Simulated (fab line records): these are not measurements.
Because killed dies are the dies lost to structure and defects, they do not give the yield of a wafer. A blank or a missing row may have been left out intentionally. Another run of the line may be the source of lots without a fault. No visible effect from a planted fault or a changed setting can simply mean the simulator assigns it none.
Matching of chambers :: flow nand harc :: 4 sister chambers for NHARC_A_CONTACT_ETCH_110 on rie diel-02
The step etches the open film in CF4/O2, target depth 60 nm, overetch 6 nm, time 33 s. 4 wafers are shown with their chamber, then 10 later ones without.

WAFERS PAIRED WITH THEIR CHAMBERS
wafer: L087.2
chamber: 0
showerhead plenum p Torr (Torr): 1.35

wafer: L091.3
chamber: 2
showerhead plenum p Torr (Torr): 1.24

wafer: L092.1
chamber: 1
showerhead plenum p Torr (Torr): 1.27

wafer: L092.4
chamber: 3
showerhead plenum p Torr (Torr): 1.31

WAFERS MISSING THEIR CHAMBER
wafer: L092.5
showerhead plenum p Torr (Torr): 1.34

wafer: L094.2
showerhead plenum p Torr (Torr): 1.24

wafer: L094.4
showerhead plenum p Torr (Torr): 1.34

wafer: L094.5
showerhead plenum p Torr (Torr): 1.34

wafer: L095.4
showerhead plenum p Torr (Torr): 1.27

wafer: L095.5
showerhead plenum p Torr (Torr): 1.27

wafer: L095.6
showerhead plenum p Torr (Torr): 1.34

wafer: L096.2
showerhead plenum p Torr (Torr): 1.34

wafer: L096.4
showerhead plenum p Torr (Torr): 1.27

wafer: L096.5
showerhead plenum p Torr (Torr): 1.24

THE CHAMBER EACH PASSED THROUGH
wafer: L092.5
from the rows above: 0
in truth: 0

wafer: L094.2
from the rows above: 2
in truth: 2

wafer: L094.4
from the rows above: 0
in truth: 0

wafer: L094.5
from the rows above: 0
in truth: 0

wafer: L095.4
from the rows above: 1
in truth: 1

wafer: L095.5
from the rows above: 1
in truth: 1

wafer: L095.6
from the rows above: 0
in truth: 0

wafer: L096.2
from the rows above: 0
in truth: 0

wafer: L096.4
from the rows above: 1
in truth: 1

wafer: L096.5
from the rows above: 2
in truth: 2
Placed correctly: 10 of 10. Number that these rows cannot place: 0. 0 placed wrongly.
How it was worked out, from the rows above alone: a wafer's distance from a chamber is the root of the sum, over the readings, of the square of ((its reading less the chamber's mean) divided by the reading's scatter). If the next closest chamber is less than 2 further off than the closest, the wafer can't be placed; otherwise it belongs to the closest. The mean given for a chamber averages the wafers shown for that chamber. The scatter (one wafer shown for each chamber): square how far every hidden wafer sits from the nearest shown wafer, average those squares and take the square root.
